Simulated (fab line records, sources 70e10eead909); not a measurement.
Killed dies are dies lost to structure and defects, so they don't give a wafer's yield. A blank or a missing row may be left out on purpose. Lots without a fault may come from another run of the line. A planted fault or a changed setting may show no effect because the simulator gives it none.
fab line records | flow nand_harc
record lots=12 wafers=36 last_day=24
route steps=1159 shown A_SGD_CUT@776 A_WL_FILL@810 END@1159
lots that met no fault: from a run of the same line without faults
start_h: hours from the record's first day to the start of the lot's first wafer shown | wait_h: hours since the lot's step before | " the same as in the row above | L1.1+2: a row that stands for several wafers | - no value, or no start given | * or withheld: withheld | < > ~ a bound
route shown NAME@n: a module of which the file shows steps, and the number in the route of the first | usual: mean/standard deviation of fault-free wafers | same: alike in all rows | chamber/n: place in a boat | sites: the reading at each site | _std_site: their standard deviation | _edge_site: outer sites' mean less inner sites' | radius_mm: how far each site lies from the wafer's centre | mask NAME#n: copy n | behind: the tool/chamber that last shaped the wafer | hold: why the lot was held/for how many hours/how that ended | device: the transistor (n, p or np) that didn't switch | end of line: the same wafers' tests at the end of the route | a step without rows: its recipe alone | killed: dies lost to structure and defects at the first sort, not the wafer's yield | map: a wafer's dies, x killed, . not, _ none there
set.NAME: the setting as run; set.NAME@STEP: as run at that earlier step | model.NAME: the simulator's own value behind a step, which no gauge read
steps of the route over a sample of lots; a table a step, a row a wafer
services: from which hour (start_h, from the record's first day; less than 0 if before it) a tool's chamber was out of use, for how many hours, and why
## steps
# step NHARC_A_SGD_CUT_ETCHBACK_24
# recipe target_depth_a=500 over_etch_frac=0.3 time_s=92.857 ion_energy_ev=120 ch3f_flow_sccm=50 o2_flow_sccm=30 ar_flow_sccm=200 rf_w=500 bias_w=100 chemistry=CH3F/O2
# usual drypump_motor_current_A=5.6/0.44 o2_flow_sccm=29.98/0.087 oes_product_au=0.98/0.034 rf_vpp_V=244.1/1.5 run_length_s=114.1/0.48 showerhead_plenum_p_Torr=2.44/0.097 throttle_valve_pct=20.662/0.0087
# columns lot.wafer tool chamber start_h wait_h drypump_motor_current_A o2_flow_sccm oes_product_au rf_hours_counter_h rf_vpp_V run_length_s showerhead_plenum_p_Torr throttle_valve_pct
L372.2 rie_diel-02 0 322.32 0.1 5.5 29.97 1.00 11 241.2 114.3 2.32 20.647
L372.5 " 0 " " 5.5 29.95 1.01 - 243.6 114.3 2.32 20.663
L372.6 " 1 " " 6.1 30.07 1.00 - 242.8 113.9 2.34 20.661
L370.3 rie_diel-02 1 322.42 0.2 6.1 29.98 0.99 11 242.1 113.4 2.34 20.657
L370.2 " 3 " " 5.5 30.08 0.99 13 244.1 115.0 2.40 20.673
L370.6 " 0 " " 5.5 30.08 1.00 - 241.1 114.3 2.32 20.668
L374.4 rie_diel-04 1 339.53 0.2 5.3 29.95 1.00 4 245.1 113.4 2.62 20.667
L374.3 " 2 " " 5.3 29.93 0.99 4 244.2 114.5 2.46 20.662
L374.5 " 3 " " 6.5 30.09 1.00 - 243.3 114.5 2.48 20.670
L376.1 rie_diel-04 2 339.62 0.2 5.3 30.00 0.93 4 244.1 114.3 2.46 20.661
L376.6 " 0 " " 5.3 30.14 0.93 - 247.1 113.8 2.60 20.673
L376.5 " 1 " " 5.2 30.01 0.92 - 245.1 114.1 2.62 20.667
L377.2 rie_diel-02 1 354.68 0.2 6.1 29.84 0.99 1 244.5 113.8 2.34 20.668
L377.1 " 3 " " 5.5 29.98 1.01 1 243.0 115.3 2.40 20.677
L377.6 " 0 " " 5.5 30.10 1.01 - 243.0 114.1 2.32 20.656
L380.1 rie_diel-04 0 376.94 0.1 5.3 29.95 1.00 8 245.9 113.9 2.60 20.663
L380.6 " 0 " " 5.3 30.04 1.00 - 246.4 114.1 2.60 20.657
L380.5 " 2 " " 5.3 29.95 0.99 - 243.8 114.1 2.46 20.662
L383.2 rie_diel-02 3 390.24 0.1 5.5 29.92 1.00 3 243.0 115.0 2.40 20.660
L383.3 " 1 " " 6.1 29.89 0.99 4 243.1 113.6 2.34 20.650
L383.5 " 3 " " 5.5 29.97 1.00 - 243.2 115.2 2.40 20.643
L381.1 rie_diel-04 0 390.26 0.2 5.3 29.91 0.93 9 246.2 113.9 2.60 20.666
L381.5 " 3 " " 6.5 29.99 0.93 - 246.8 114.3 2.47 20.663
L381.6 " 0 " " 5.3 30.09 0.92 - 246.0 113.8 2.60 20.648
L384.2 rie_diel-04 2 406.98 0.1 5.3 29.75 1.00 11 245.6 114.9 2.46 20.658
L384.4 " 3 " " 6.5 29.97 0.99 11 244.4 114.1 2.47 20.673
L384.5 " 1 " " 5.3 29.90 1.00 - 247.2 113.7 2.61 20.665
L387.1 rie_diel-02 3 412.95 0.3 5.5 30.02 1.01 5 243.1 114.8 2.40 20.664
L387.6 " 0 " " 5.5 29.97 1.02 - 242.0 114.3 2.31 20.671
L387.5 " 1 " " 6.1 29.95 1.00 - 243.0 113.5 2.34 20.662
L391.3 rie_diel-04 2 430.72 0.1 5.3 29.98 0.99 13 242.8 114.4 2.46 20.661
L391.6 " 1 " " 5.3 30.10 1.00 - 247.3 113.7 2.61 20.663
L391.5 " 2 " " 5.3 29.90 1.00 - 244.3 114.0 2.46 20.660
L393.3 rie_diel-02 0 460.83 0.1 5.5 30.18 0.93 9 243.5 114.7 2.31 20.649
L393.2 " 2 " " 6.1 29.78 0.92 9 245.0 113.9 2.48 20.678
L393.5 " 0 " " 5.5 29.98 0.93 - 242.0 114.4 2.31 20.668
# step NHARC_A_WL_FILL_RTA_01
# recipe temp_c=1000 time_s=5
# usual lamp_power_pct=32.9/1.5 lamp_zone_6_pct=32.8/1.5 wafer_temp_C_max=1005.8/2.7
# columns lot.wafer tool chamber start_h wait_h lamp_power_pct lamp_zone_6_pct wafer_temp_C_max
L372.2 rtp_anneal-02 0 338.51 - 31.3 31.2 1002.7
L372.5 " 0 " " 31.3 31.2 1003.4
L372.6 " 0 " " 31.3 31.3 1004.7
L370.2 rtp_anneal-01 0 341.33 - 34.2 34.1 1007.4
L370.3 " 0 " " 34.2 34.1 1005.7
L370.6 " 0 " " 34.2 34.1 1008.7
L374.3 rtp_anneal-02 0 354.40 - 31.3 31.2 1003.0
L374.4 " 0 " " 31.3 31.3 1003.2
L374.5 " 0 " " 31.3 31.2 1003.1
L376.1 rtp_anneal-02 0 354.51 - 31.3 31.2 1003.4
L376.5 " 0 " " 31.3 31.2 1003.1
L376.6 " 0 " " 31.3 31.3 1004.0
L377.1 rtp_anneal-02 0 373.17 - 31.3 31.2 1002.6
L377.2 " 0 " " 31.2 31.2 1002.9
L377.6 " 0 " " 31.3 31.3 1003.5
L380.1 rtp_anneal-01 0 391.82 - 34.2 34.1 1005.8
L380.5 " 0 " " 34.2 34.2 1007.2
L380.6 " 0 " " 34.2 34.2 1007.9
L383.2 rtp_anneal-02 0 410.59 - 31.3 31.2 1003.5
L383.3 " 0 " " 31.3 31.2 1003.4
L383.5 " 0 " " 31.3 31.3 1002.6
L381.1 rtp_anneal-01 0 410.73 - 34.2 34.1 1012.1
L381.5 " 0 " " 34.2 34.2 1014.0
L381.6 " 0 " " 34.2 34.1 1009.7
L384.2 rtp_anneal-01 0 426.88 - 34.2 34.1 1005.4
L384.4 " 0 " " 34.1 34.1 1009.8
L384.5 " 0 " " 34.2 34.1 1009.8
L387.1 rtp_anneal-01 0 427.76 - 34.2 34.2 1008.2
L387.5 " 0 " " 34.2 34.1 1006.9
L387.6 " 0 " " 34.2 34.2 1005.8
L391.3 rtp_anneal-01 0 445.71 - 34.2 34.1 1007.1
L391.5 " 0 " " 34.2 34.1 1008.3
L391.6 " 0 " " 34.2 34.1 1007.9
L393.2 rtp_anneal-01 0 479.17 - 34.2 34.2 1006.9
L393.3 " 0 " " 34.2 34.2 1009.0
L393.5 " 0 " " 34.2 34.2 1007.1
# step NHARC_A_WL_FILL_ETCHBACK_04
# recipe target_depth_a=600 time_s=120 chemistry=NF3
# usual drypump_motor_current_A=5.90/0.18 oes_product_au=0.999/0.0078 run_length_s=141.3/0.45
# columns lot.wafer tool chamber start_h wait_h drypump_motor_current_A oes_product_au rf_hours_counter_h run_length_s
L372.2 rie_metal-01 1 342.66 2.9 6.06 1.000 0.0 141.3
L372.5 " 0 " " 5.75 0.996 - 140.3
L372.6 " 1 " " 6.03 1.009 - 141.8
L370.2 rie_metal-02 1 346.96 2.8 5.68 1.001 2.8 141.4
L370.3 " 0 " " 5.93 1.000 - 141.3
L370.6 " 0 " " 5.95 0.993 - 141.3
L374.3 rie_metal-03 0 358.37 1.5 6.18 1.001 - 142.1
L374.4 " 1 " " 6.09 0.999 - 141.5
L374.5 " 0 " " 6.19 0.990 - 141.7
L376.1 rie_metal-01 0 361.14 2.4 5.72 1.000 0.6 140.6
L376.5 " 1 " " 6.06 1.006 - 141.1
L376.6 " 0 " " 5.74 0.989 - 140.3
L377.1 rie_metal-01 0 377.11 2.8 5.77 0.991 0.9 140.5
L377.2 " 1 " " 6.05 1.010 0.9 141.3
L377.6 " 0 " " 5.77 0.993 - 140.4
L380.1 rie_metal-02 1 399.65 2.8 5.64 1.014 0.0 141.3
L380.6 " 1 " " 5.64 1.009 - 141.4
L380.5 " 0 " " 5.95 1.007 - 98.4
L381.1 rie_metal-01 1 417.31 2.9 6.05 0.995 1.9 141.3
L381.5 " 1 " " 6.05 0.998 - 141.6
L381.6 " 1 " " 6.04 0.996 - 141.5
L383.2 rie_metal-02 0 417.33 2.4 5.94 1.002 - 98.2
L383.3 " 0 " " 5.94 1.004 - 98.3
L383.5 " 0 " " 5.94 1.011 - 98.5
L384.2 rie_metal-01 1 430.94 2.9 6.05 0.987 2.5 141.1
L384.4 " 1 " " 6.05 0.998 - 141.2
L384.5 " 0 " " 5.75 0.979 - 140.7
L387.1 rie_metal-01 0 433.80 2.4 5.78 0.995 2.5 140.9
L387.6 " 1 " " 6.09 0.993 - 141.1
L387.5 " 0 " " 5.76 0.987 - 140.6
L391.3 rie_metal-01 1 449.88 1.5 6.05 1.003 - 141.9
L391.6 " 1 " " 6.05 0.992 - 141.7
L391.5 " 0 " " 5.76 0.998 - 140.6
L393.2 rie_metal-02 1 483.11 2.9 5.63 1.009 2.3 141.1
L393.3 " 0 " " 5.93 1.008 - 141.7
L393.5 " 1 " " 5.63 1.013 - 141.3
# step NHARC_A_WL_FILL_STRIP_27
# recipe power_w=1500 temp_c=250 time_s=20 chemistry=N2/H2
# usual drypump_motor_current_A=5.8/0.45 heater_power_w=352/36
# columns lot.wafer tool chamber start_h wait_h drypump_motor_current_A heater_power_w rf_hours_counter_h
L372.2 plasma_asher-02 0 343.02 0.1 5.7 338 54
L372.5 " 1 " " 5.2 330 -
L372.6 " 0 " " 5.7 332 -
L370.2 plasma_asher-01 0 347.34 0.1 6.5 393 20
L370.3 " 0 " " 6.4 401 -
L370.6 " 0 " " 6.5 403 -
L374.4 plasma_asher-01 0 358.80 0.1 6.5 407 -
L374.3 " 1 " " 5.8 359 -
L374.5 " 0 " " 6.5 413 -
L376.1 plasma_asher-01 0 361.49 0.1 6.5 410 23
L376.6 " 0 " " 6.5 406 -
L376.5 " 1 " " 5.8 356 -
L377.1 plasma_asher-02 0 377.49 0.1 5.7 348 3
L377.2 " 1 " " 5.2 310 3
L377.6 " 0 " " 5.7 348 -
L380.1 plasma_asher-01 1 400.06 0.2 5.8 364 40
L380.6 " 0 " " 6.4 400 -
L380.5 " 1 " " 5.8 353 -
L381.1 plasma_asher-02 0 418.02 0.3 5.7 346 18
L381.5 " 1 " " 5.2 303 -
L381.6 " 0 " " 5.7 347 -
L383.2 plasma_asher-01 0 418.25 0.5 6.4 400 45
L383.3 " 0 " " 6.5 401 -
L383.5 " 1 " " 5.8 359 -
L384.2 plasma_asher-01 1 431.50 0.2 5.8 360 49
L384.4 " 0 " " 6.5 405 -
L384.5 " 1 " " 5.8 369 -
L387.1 plasma_asher-01 0 434.15 0.1 6.5 399 50
L387.6 " 0 " " 6.5 410 -
L387.5 " 1 " " 5.8 360 -
L391.3 plasma_asher-02 0 450.33 0.2 5.7 349 -
L391.5 " 1 " " 5.2 301 -
L391.6 " 0 " " 5.7 337 -
L393.2 plasma_asher-02 1 483.46 0.1 5.2 298 41
L393.3 " 0 " " 5.7 344 -
L393.5 " 0 " " 5.7 351 -
# step NHARC_END_SORT_01
# recipe temp_c=25
# usual killed_at_array=24/7.4 killed_at_other=0.5/0.81 killed_at_periphery=3.4/2.3 killed_dies=28/8 killed_open=3.4/1.8 killed_short=2.0/1.4
# same gross_dies=677
# columns lot.wafer tool chamber start_h wait_h killed_at_array killed_at_other killed_at_periphery killed_dies killed_open killed_short
L380.1 prober-01 0 497.45 2.5 30 0 7 37 3 1
L380.5 prober-01 0 500.69 3.7 650 0 9 659 5 2
L380.6 prober-01 0 501.49 4.0 27 0 7 34 4 2
L383.2 prober-01 0 517.97 2.8 655 0 7 662 5 2
L383.3 prober-01 0 518.77 3.1 653 0 2 655 6 2
L383.5 prober-01 0 520.38 3.7 661 0 2 663 5 1
# killed by level:class
L380.1 A_SLIT:chamber_film_flake=12 P_ZERO_WELL:chamber_film_flake=5 A_CONTACT:chamber_film_flake=5 A_CHANNEL_HOLE_D1:chamber_film_flake=4 A_WL_FILL:chamber_film_flake=4 A_CONTACT:geometric_particle:open=2 A_STAIRCASE:chamber_film_flake=2 P_GATE:geometric_particle:short=1
L380.5 A_WL_FILL:area_etchback=626 A_SLIT:chamber_film_flake=10 A_CHANNEL_HOLE_D1:chamber_film_flake=4 A_CONTACT:chamber_film_flake=4 P_ZERO_WELL:chamber_film_flake=3 P_GATE:geometric_particle:open=1 P_CONTACT:geometric_particle:short=1 P_M1:geometric_particle:open=1
L380.6 A_SLIT:chamber_film_flake=12 P_ZERO_WELL:chamber_film_flake=5 A_CHANNEL_HOLE_D1:chamber_film_flake=3 A_STAIRCASE:chamber_film_flake=3 A_CONTACT:geometric_particle:open=2 A_WL_FILL:chamber_film_flake=2 A_CHANNEL_FILL_D1:geometric_particle:open=1 A_WL_FILL:geometric_particle:short=1
L383.2 A_WL_FILL:area_etchback=631 A_CHANNEL_HOLE_D1:chamber_film_flake=8 A_CONTACT:chamber_film_flake=8 P_ZERO_WELL:chamber_film_flake=5 A_STAIRCASE:chamber_film_flake=3 P_CONTACT:geometric_particle:open=2 A_ONON_D1:geometric_particle:open=1 A_CHANNEL_FILL_D1:geometric_particle:short=1
L383.3 A_WL_FILL:area_etchback=630 A_CHANNEL_HOLE_D1:chamber_film_flake=6 A_CONTACT:chamber_film_flake=6 A_STAIRCASE:chamber_film_flake=3 P_M0:geometric_particle:short=1 A_ONON_D1:geometric_particle:open=1 A_STAIRCASE:geometric_particle:open=1 A_CHANNEL_FILL_D1:geometric_particle:open=1
L383.5 A_WL_FILL:area_etchback=634 A_CHANNEL_HOLE_D1:chamber_film_flake=18 A_CONTACT:chamber_film_flake=3 A_CONTACT:geometric_particle:open=2 P_GATE:chamber_film_flake=2 A_CHANNEL_FILL_D1:geometric_particle:open=1 A_SGD_CUT:geometric_particle:open=1 A_WL_FILL:geometric_particle:short=1
## services
# columns tool chamber start_h hours kind
rtp_anneal-02 - 300.00 12.0 pm
rie_metal-03 - 304.07 0.9 repair
rie_diel-02 3 307.06 2.3 repair
rie_metal-02 1 318.63 9.0 repair
rie_diel-02 1 326.67 5.9 repair
rie_diel-02 - 327.70 9.0 pm
rie_metal-01 - 332.00 9.0 pm
rie_metal-01 0 332.00 9.0 vent_cycle
rie_metal-01 1 332.00 9.0 vent_cycle
rie_metal-01 0 341.00 - clean
rie_metal-01 1 341.00 - clean
plasma_asher-01 - 355.74 1.9 repair
plasma_asher-02 - 360.00 9.0 pm
rie_diel-04 1 372.98 6.7 repair
rie_metal-02 - 388.00 9.0 pm
rie_diel-04 - 396.78 0.3 repair
rie_metal-02 1 404.98 17.1 repair
rie_metal-01 0 412.54 4.8 repair
rie_metal-03 0 414.92 17.5 repair
plasma_asher-01 - 453.00 9.0 pm
plasma_asher-01 0 453.00 9.0 vent_cycle
plasma_asher-01 1 453.00 9.0 vent_cycle
rie_metal-03 - 453.00 9.0 pm
rie_diel-04 - 465.90 9.0 pm
## key
first_sign step=NHARC_A_WL_FILL_ETCHBACK_04 reading=run_length_s direction=down sigmas=96 usual=* struck=*
effect step=NHARC_END_SORT_01 reading=killed_at_array direction=up sigmas=85 usual=24 struck=655
more_kills_born_at NHARC_A_WL_FILL_ETCHBACK_04@rie_metal-02=2521
met_at NHARC_A_WL_FILL_ETCHBACK_04
struck_lots L380,L383
struck_wafers L380.5,L383.2,L383.3,L383.5
later_rows_left_out L380.5,L383.2,L383.3,L383.5
tester_left_out L380,L383
not_acting_at NHARC_A_SGD_CUT_ETCHBACK_24,NHARC_A_WL_FILL_RTA_01,NHARC_A_WL_FILL_STRIP_27
onset_between 346.96 399.65
fault kind=process_parameter_drift tool=rie_metal-02 chamber=0 onset_h=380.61 steps=NHARC_A_WL_FILL_ETCHBACK_04 channel=time_s offset=* shape=step end_h=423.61 acts_in=* stated=*
# tester_left_out: of these lots the tester's yield and bins aren't shown, on N5 and GAA mostly nor the transistor test; their killed dies are dies lost to structure and defects alone, not to doping, threshold or leakage, so they don't give the yield
# later_rows_left_out: the simulator's readings of these wafers behind a module that went badly wrong aren't trusted and aren't shown, but for the sort
